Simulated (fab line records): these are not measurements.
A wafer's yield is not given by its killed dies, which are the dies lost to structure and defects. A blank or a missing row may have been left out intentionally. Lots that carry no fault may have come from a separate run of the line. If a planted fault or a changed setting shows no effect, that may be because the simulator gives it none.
Struck lot and sound lot, side by side :: flow n5 finfet :: 41 steps out of a route of 1938
Sound: these wafers, L440.3, L440.5, L440.6. Struck: wafer L451.1. (L451.3, L451.5 of the same lot were not struck and are left out.) The cause comes at the end.
Order at every step that has rows: each side's tool, ch and its chambers, its first start. Under that, the readings that differ: sound wafers :: struck wafers :: difference of the means :: sigmas: that difference in standard deviations of wafers without a fault.
alike: same words and numbers on both sides, and readings whose means sit less than 2 such deviations apart. not compared: any withheld reading, any reading some wafer has no value for, any bound like >300 that may hide the same value, and any number with overlapping values for which the record gives no deviation.
Wherever a step has rows on one side only, a row that says differs or no value, or a row with sigmas, the two part there. Non-overlapping numbers with no deviation appear without sigmas and do not part them. A reading missing from all wafers of one side parts the sides only when that side holds two or more wafers.

first, 12 steps without rows for these wafers: N5_HKMG_FIN_STRIP_33 (strips in N2/H2); N5_HKMG_FIN_STRIP_34 (strips in CF4); N5_HKMG_FIN_ETCH_35 (etches SOC in N2/H2, target depth 215.8 nm, time 243.4 s); N5_HKMG_FIN_STRIP_92 (strips SOC in N2/H2, time 20 s); N5_HKMG_FIN_WET_ETCH_18 (etches TiN in SC1, time 55 s, target depth 5.2 nm, rinse time 30 s); N5_HKMG_FIN_STRIP_19 (strips in N2/H2, time 360 s); N5_HKMG_FIN_ALD_91 (deposits TiN, target thk 1 nm, pulse time 1 s, purge time 3 s); N5_HKMG_FIN_COAT_85 (time 60 s, resist thk 300 nm); N5_HKMG_FIN_ETCH_86 (etches SOC in N2/H2, stops on TiN, target depth 393.2 nm); N5_HKMG_FIN_STRIP_89 (strips SOC in N2/H2, time 20 s); N5_HKMG_FIN_WET_ETCH_87 (etches TiN in SC1, time 154.2 s, target depth 4.7 nm, rinse time 30 s); N5_HKMG_FIN_STRIP_88 (strips in N2/H2, time 360 s).
N5_HKMG_FIN_NWFM_ALD_20: deposits TiAlC, target thk 2 nm, pulse time 3 s, purge time 2 s.
  sound on ald metal-01 ch 0,1, day 6 06:07; struck on ald metal-01 ch 0, day 9 00:16
reading: susceptor temp C (C)
sound: 299.80 300.33 299.94
struck: 287.26
difference: -12.76
sigmas: -67
  alike: heater power w, precursor pulse height rel
  not compared: since wet clean h
then, 26 steps without rows for these wafers: N5_HKMG_FIN_ALD_71 (deposits TiN, target thk 1 nm, pulse time 1 s, purge time 3 s); N5_HKMG_FIN_COAT_66 (time 60 s, resist thk 300 nm); N5_HKMG_FIN_ETCH_67 (etches SOC in N2/H2, stops on TiN, target depth 388.9 nm); N5_HKMG_FIN_STRIP_90 (strips SOC in N2/H2, time 20 s); N5_HKMG_FIN_WET_ETCH_73 (etches the open film in SC1, time 42.3 s, target depth 1.3 nm, rinse time 30 s); N5_HKMG_FIN_ETCHBACK_68 (etches the open film in Cl2/Ar, stops on HfO2, target depth 0.5 nm); N5_HKMG_FIN_STRIP_69 (strips in N2/H2, time 360 s); N5_HKMG_FIN_ALD_21 (deposits TiN, target thk 1.5 nm, pulse time 1 s, purge time 3 s); N5_HKMG_FIN_ALD_72 (deposits W, target thk 2 nm, pulse time 1 s, purge time 2 s); N5_HKMG_FIN_W_FILL_22 (material W, target thk 60 nm, time 18.2 s); N5_HKMG_FIN_PRECLEAN_83 (cleans in DIW, time 57.5 s); N5_HKMG_FIN_SRD_84 (dry time 32 s); N5_HKMG_FIN_CMP_23 (polishes, stops on SiNx, t overpolish 10 s, target thk 46.326 nm); N5_HKMG_FIN_CMP_94 (polishes, stops on SiNx, t overpolish 4.7 s, target thk 43.299 nm); N5_GATE_CUT_ETCHBACK_00 (etches W in SF6/Cl2); N5_GATE_CUT_ETCH_56 (etches TiN in Cl2/Ar, target depth 21.6 nm); N5_GATE_CUT_ETCHBACK_30 (etches TiN in Cl2/Ar, target depth 3 nm); N5_GATE_CUT_VAPOR_ETCH_60 (etches HfO2 in BCl3/Cl2); N5_GATE_CUT_ETCH_58 (etches SiNx in CH3F/O2, target depth 17 nm, time 128.6 s); N5_GATE_CUT_STRIP_59 (strips in N2/H2, time 20 s); N5_GATE_CUT_PRECLEAN_31 (cleans in DIW, time 300 s); N5_GATE_CUT_SRD_32 (time 30 s); N5_GATE_CUT_SAC_CAP_01 (material SiNx, target thk 24 nm, pulse time 1 s, ald cycles 480); N5_GATE_CUT_PECVD_57 (deposits SiNx from SiH4/NH3/N2, target thk 21 nm); N5_GATE_CUT_CMP_02 (polishes, stops on SiO2, t overpolish 12.7 s, target thk 0 nm); N5_GATE_CUT_HM_DEP_46 (deposits SiO2 from TEOS/O2, target thk 130 nm, time 26.6 s).
-- a jump in the record: the struck wafers' starts before and after are 4 days apart (it breaks off in module GATE_CUT and resumes in module BEOL_M4, where the first step shown is number 1111 of the route) --
N5_BEOL_M4_RC_MEAS_101:
  sound on prober-01 ch 0, day 9 20:51; struck on prober-01 ch 0, day 12 12:43
reading: IOFF_N (nA/um)
sound: 0.138 0.119 0.148
struck: 0.062
difference: -0.073
sigmas: -3

reading: IOFF_N_85C (nA/um)
sound: 2.7 2.5 2.9
struck: 1.4
difference: -1.3
sigmas: -3

reading: IOFF_N_LIN (nA/um)
sound: 0.064 0.058 0.069
struck: 0.029
difference: -0.035
sigmas: -3

reading: IOFF_N_LONG (nA/um)
sound: 5.37e-05 5.26e-05 5.31e-05
struck: 3.32e-05
difference: -1.99e-05
sigmas: -9

reading: IOFF_P (nA/um)
sound: 0.15 0.14 0.18
struck: 0.24
difference: +0.08
sigmas: +2

reading: ION_N (uA/um)
sound: 662 654 676
struck: 621
difference: -43
sigmas: -4

reading: ION_P (uA/um)
sound: 449 447 458
struck: 473
difference: +22
sigmas: +2

reading: VT_N (mV)
sound: 253.4 253.1 249.8
struck: 276.2
difference: +24.1
sigmas: +8

reading: VT_N_LONG (mV)
sound: 279.5 276.6 276.9
struck: 297.6
difference: +19.9
sigmas: +12

reading: VT_N_LVT (mV)
sound: 99.5 100.3 98.6
struck: 122.9
difference: +23.4
sigmas: +8

reading: VT_P (mV)
sound: -258 -257 -255
struck: -247
difference: +10
sigmas: +3
  alike: DIBL_N, DIBL_P, SS_N, SS_P
-- the record jumps here: 5 days lie between the struck wafers' starts before and after (it left off in module BEOL_M4 and takes up again in module PASSIVATION, whose first step shown is number 1936 of the route) --
N5_PASSIVATION_PROBE_49:
  sound on prober-02, day 14 19:52; struck on prober-01, day 17 01:44
reading: sort_bin_8_speed (%)
sound: 0 0 0
struck: 59.58
difference: +59.58
sigmas: +99 or more

reading: sort n pass
sound: 1088 1076 1086
struck: 380
difference: -703
sigmas: -35

reading: sort yield pct (%)
sound: 92.2 91.2 92.0
struck: 32.2
difference: -59.6
sigmas: -35
  alike: defect limited yield, killed_at_M0_to_M3, killed_at_M4_up, killed at contacts, killed at front end, killed at other, killed dies, killed open, killed short, sort_bin_5_function, sort_bin_6_memory

WHERE THEY PART
Earliest at N5_HKMG_FIN_NWFM_ALD_20; latest, in this record, at N5_PASSIVATION_PROBE_49.

WHY: what the simulator had put in
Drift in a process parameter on ald metal-01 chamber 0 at N5_HKMG_FIN_NWFM_ALD_20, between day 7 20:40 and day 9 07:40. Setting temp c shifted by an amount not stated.
